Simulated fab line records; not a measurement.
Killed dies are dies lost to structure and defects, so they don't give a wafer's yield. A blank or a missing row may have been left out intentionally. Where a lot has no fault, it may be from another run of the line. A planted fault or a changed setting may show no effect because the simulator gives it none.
The tool behind it: which one? + flow nand_harc + Sampling: 13 lots, 39 wafers, 5 of 1302 route steps

## WHAT THE GAUGES SHOWED, per wafer
NHARC_P_GATE_CD_MEAS_59: target cd 720 nm. Usual: cd_nm reads 720.0 nm (standard deviation 2).
| lot  | measured     | on        | cd_nm (nm)        | flag |
|------|--------------|-----------|-------------------|------|
| L612 | day 5 15:34  | cd_sem-03 | 717.4 720.6 717.5 |      |
| L617 | day 7 18:32  | cd_sem-02 | 717.6 719.5 717.0 |      |
| L618 | day 8 05:21  | cd_sem-02 | 717.8 718.5 717.2 |      |
| L627 | day 11 19:51 | cd_sem-02 | 719.9 719.7 719.1 |      |
| L626 | day 11 20:38 | cd_sem-02 | 718.1 717.4 718.2 |      |
| L628 | day 12 17:34 | cd_sem-01 | 719.4 719.4 718.9 |      |
| L629 | day 12 21:26 | cd_sem-02 | 718.9 720.5 721.6 |      |
| L630 | day 13 05:38 | cd_sem-02 | 721.8 720.9 721.3 |      |
| L632 | day 13 23:18 | cd_sem-01 | 717.4 719.0 715.4 |      |
| L631 | day 14 00:20 | cd_sem-02 | 720.8 719.3 720.4 |      |
| L633 | day 14 20:25 | cd_sem-03 | 719.5 718.0 719.6 |      |
| L634 | day 15 01:23 | cd_sem-01 | 718.2 718.3 717.6 |      |
| L635 | day 15 14:45 | cd_sem-01 | 722.7 725.4 721.8 |      |

NHARC_END_SORT_01. Usual: killed_at_array 54, standard deviation 17; killed_at_other 1.0, standard deviation 1.4; killed_at_periphery 3.6, standard deviation 2.1; killed_dies 58, standard deviation 17; killed_open 3.2, standard deviation 2; killed_short 2.5, standard deviation 1.5.
| lot  | measured     | on        | killed_at_array | killed_at_other | killed_at_periphery | killed_dies | killed_open | killed_short | flag |
|------|--------------|-----------|-----------------|-----------------|---------------------|-------------|-------------|--------------|------|
| L627 | day 30 14:54 | prober-01 | 77 51 61        | 1 0 0           | 264 284 256         | 342 335 317 | 4 5 2       | 2 3 3        | OFF  |
| L626 | day 30 14:57 | prober-02 | 58 52 62        | 0 1 0           | 246 267 255         | 304 320 317 | 3 3 3       | 1 1 3        | OFF  |
| L628 | day 31 03:02 | prober-01 | 32 48 33        | 0 1 1           | 271 260 270         | 303 309 304 | 3 2 2       | 2 6 6        | OFF  |
| L630 | day 32 20:53 | prober-01 | 34 25 32        | 2 1 1           | 3 3 3               | 39 29 36    | 6 3 4       | 5 2 6        |      |
| L631 | day 33 05:29 | prober-01 | 57 57 63        | 2 2 1           | 4 8 2               | 63 67 66    | 2 3 3       | 2 2 0        |      |

## WHICH TOOL RAN EACH LOT (tool, then ch and the chambers of the sampled wafers, then the start)
| lot  | NHARC_P_GATE_DESCUM_93             | NHARC_P_CONTACT_DEP_30          | NHARC_P_CONTACT_DEP_00                     |
|------|------------------------------------|---------------------------------|--------------------------------------------|
| L612 | rie_diel-08 ch 1,2,3, day 5 17:21  | pecvd-02 ch 0,2, day 5 20:21    | pecvd-02 ch 0,2, no start                  |
| L617 | rie_diel-05 ch 2,3, day 7 20:26    | pecvd-03 ch 1,2, day 7 23:34    | pecvd-03 ch 1,2, no start                  |
| L618 | rie_diel-05 ch 0,1,2, day 8 07:15  | pecvd-02 ch 0,1, day 8 10:14    | pecvd-02 ch 0,1, no start                  |
| L627 | rie_diel-08 ch 0,1, day 11 21:44   | pecvd-03 ch 0,2, day 12 00:41   | pecvd-03 ch 0,2, day 12 00:55              |
| L626 | rie_diel-08 ch 1,2,3, day 11 22:31 | pecvd-03 ch 0,1, day 12 01:31   | pecvd-03 ch 0,1, day 12 01:44              |
| L628 | rie_diel-07 ch 2,3, day 12 19:28   | pecvd-03 ch 0,2, day 12 22:26   | pecvd-03 ch 0,2, day 12 22:46              |
| L629 | rie_diel-05 ch 0,2,3, day 12 23:11 | pecvd-02 ch 0,1, day 13 02:12   | pecvd-02 ch 0,1, no start                  |
| L630 | rie_diel-05 ch 0,1,2, day 13 08:29 | pecvd-02 ch 0,2, day 13 11:32   | pecvd-02 ch 0,2, day 32 20:53 or earlier   |
| L632 | rie_diel-07 ch 0,1, day 14 01:11   | pecvd-04 ch 0,2, day 14 04:17   | pecvd-04 ch 0,2, no start                  |
| L631 | rie_diel-05 ch 0,2, day 14 02:13   | pecvd-03 ch 0,1,2, day 14 05:11 | pecvd-03 ch 0,1,2, day 33 05:29 or earlier |
| L633 | rie_diel-08 ch 1,3, day 14 22:11   | pecvd-02 ch 1,2, day 15 01:11   | pecvd-02 ch 1,2, no start                  |
| L634 | rie_diel-07 ch 0,1, day 15 03:16   | pecvd-03 ch 0,2, day 15 06:14   | pecvd-03 ch 0,2, no start                  |
| L635 | rie_diel-07 ch 1,3, day 15 16:38   | pecvd-04 ch 0,2, day 15 19:40   | pecvd-04 ch 0,2, no start                  |
- NHARC_P_GATE_DESCUM_93: chemistry O2, time 3 s.
- NHARC_P_CONTACT_DEP_30: deposits SiNx, target thk 30 nm.
- NHARC_P_CONTACT_DEP_00: deposits SiO2, target thk 500 nm.

## WHAT THE TOOLS THEMSELVES READ (means of the sampled wafers that have a number; where no wafer has one, the mark that the record gives instead)
NHARC_P_GATE_DESCUM_93. Usual: drypump_motor_current_A 5.4 A, standard deviation 0.4; oes_product_au 0.999 a.u., standard deviation 0.013; rf_vpp_V 57.7 V, standard deviation 0.85; showerhead_plenum_p_Torr 1.90 Torr, standard deviation 0.099; throttle_valve_pct 11.310 %, standard deviation 0.0092.
| lot  | tool        | drypump_motor_current_A (A) | oes_product_au (a.u.) | rf_vpp_V (V) | showerhead_plenum_p_Torr (Torr) | throttle_valve_pct (%) | flag |
|------|-------------|-----------------------------|-----------------------|--------------|---------------------------------|------------------------|------|
| L612 | rie_diel-08 | 5.0                         | 1.001                 | 57.7         | 1.92                            | 11.301                 |      |
| L617 | rie_diel-05 | 5.4                         | 0.997                 | 58.4         | 1.99                            | 11.310                 |      |
| L618 | rie_diel-05 | 5.7                         | 0.997                 | 56.2         | 1.86                            | 11.312                 |      |
| L627 | rie_diel-08 | 5.5                         | 1.019                 | 57.7         | 1.80                            | 11.303                 |      |
| L626 | rie_diel-08 | 5.1                         | 1.001                 | 57.4         | 1.92                            | 11.304                 |      |
| L628 | rie_diel-07 | 5.5                         | 0.999                 | 57.6         | 2.04                            | 11.302                 |      |
| L629 | rie_diel-05 | 5.6                         | 0.999                 | 57.9         | 1.94                            | 11.310                 |      |
| L630 | rie_diel-05 | 5.7                         | 0.988                 | 57.5         | 1.86                            | 11.310                 |      |
| L632 | rie_diel-07 | 5.3                         | 0.997                 | 57.5         | 1.81                            | 11.313                 |      |
| L631 | rie_diel-05 | 5.8                         | 0.984                 | 56.9         | 1.88                            | 11.316                 |      |
| L633 | rie_diel-08 | 4.9                         | 0.998                 | 56.8         | 1.86                            | 11.311                 |      |
| L634 | rie_diel-07 | 5.3                         | 0.992                 | 57.5         | 1.81                            | 11.313                 |      |
| L635 | rie_diel-07 | 5.2                         | 1.021                 | 57.4         | 1.90                            | 11.308                 |      |

NHARC_P_CONTACT_DEP_30. Usual: heater_power_outer_w 433 W, standard deviation 73; heater_power_w 714 W, standard deviation 85.
| lot  | tool     | heater_power_outer_w (W) | heater_power_w (W) | flag |
|------|----------|--------------------------|--------------------|------|
| L612 | pecvd-02 | 490                      | 776                |      |
| L617 | pecvd-03 | 427                      | 705                |      |
| L618 | pecvd-02 | 459                      | 755                |      |
| L627 | pecvd-03 | -                        | -                  | OFF  |
| L626 | pecvd-03 | -                        | -                  | OFF  |
| L628 | pecvd-03 | -                        | -                  | OFF  |
| L629 | pecvd-02 | 411                      | 696                |      |
| L630 | pecvd-02 | 451                      | 732                |      |
| L632 | pecvd-04 | 469                      | 753                |      |
| L631 | pecvd-03 | 469                      | 755                |      |
| L633 | pecvd-02 | 449                      | 733                |      |
| L634 | pecvd-03 | 530                      | 821                |      |
| L635 | pecvd-04 | 422                      | 712                |      |

NHARC_P_CONTACT_DEP_00. Usual: chamber_pressure_Torr 6.497 Torr, standard deviation 0.015; flow_sccm 2649 sccm, standard deviation 8.3; heater_power_w 564 W, standard deviation 84; throttle_valve_pct 16.6 %, standard deviation 0.64.
| lot  | tool     | chamber_pressure_Torr (Torr) | flow_sccm (sccm) | heater_power_w (W) | throttle_valve_pct (%) | flag |
|------|----------|------------------------------|------------------|--------------------|------------------------|------|
| L612 | pecvd-02 | 6.501                        | 2645             | 628                | 16.7                   |      |
| L617 | pecvd-03 | 6.501                        | 2650             | 598                | 17.3                   |      |
| L618 | pecvd-02 | 6.489                        | 2655             | 608                | 16.2                   |      |
| L627 | pecvd-03 | 6.513                        | 2652             | 617                | 16.7                   |      |
| L626 | pecvd-03 | 6.507                        | 2645             | 547                | 16.8                   |      |
| L628 | pecvd-03 | 6.497                        | 2647             | 572                | 16.9                   |      |
| L629 | pecvd-02 | 6.499                        | 2650             | 594                | 16.3                   |      |
| L630 | pecvd-02 | 6.507                        | 2651             | 636                | 16.7                   |      |
| L632 | pecvd-04 | 6.486                        | 2652             | 630                | 15.7                   |      |
| L631 | pecvd-03 | 6.494                        | 2653             | 551                | 16.9                   |      |
| L633 | pecvd-02 | 6.490                        | 2649             | 570                | 16.6                   |      |
| L634 | pecvd-03 | 6.490                        | 2653             | 687                | 16.8                   |      |
| L635 | pecvd-04 | 6.485                        | 2657             | 553                | 16.3                   |      |

## THE ANSWER, worked out from the rows above alone
Rule: a lot counts as off when the mean over its wafers that have a number is more than 3 standard deviations away from the usual mean. Also off: a lot with no number at a reading for which 4 or more lots have one. Any other lot the step has rows for is counted as sound. After the gauges, taken in route order, come the tools' own readings; for these a lot's mean is taken, as printed above. The first step at which some lot is off is used, and at that step the reading that is off furthest; a lot without a number counts as furthest.
Off: L627, L626, L628 (NHARC_END_SORT_01, killed_at_periphery). Neither off nor sound, because the step has no rows for them: L612, L617, L618, L629, L632, L633, L634, L635.
A tool fits if, at a process step before that reading, it ran every lot that is off, and no sound lot after the first of them. Not tried: the gauges at NHARC_END_SORT_01; whatever is off there is also off at NHARC_P_CONTACT_DEP_30, on other tools, and gauge error can't account for it. With no start given for some of its lots, NHARC_P_CONTACT_DEP_00 uses the hours and lot order of NHARC_END_SORT_01. No candidate that was tried fits.

## WHAT THE SIMULATOR HAD INSERTED
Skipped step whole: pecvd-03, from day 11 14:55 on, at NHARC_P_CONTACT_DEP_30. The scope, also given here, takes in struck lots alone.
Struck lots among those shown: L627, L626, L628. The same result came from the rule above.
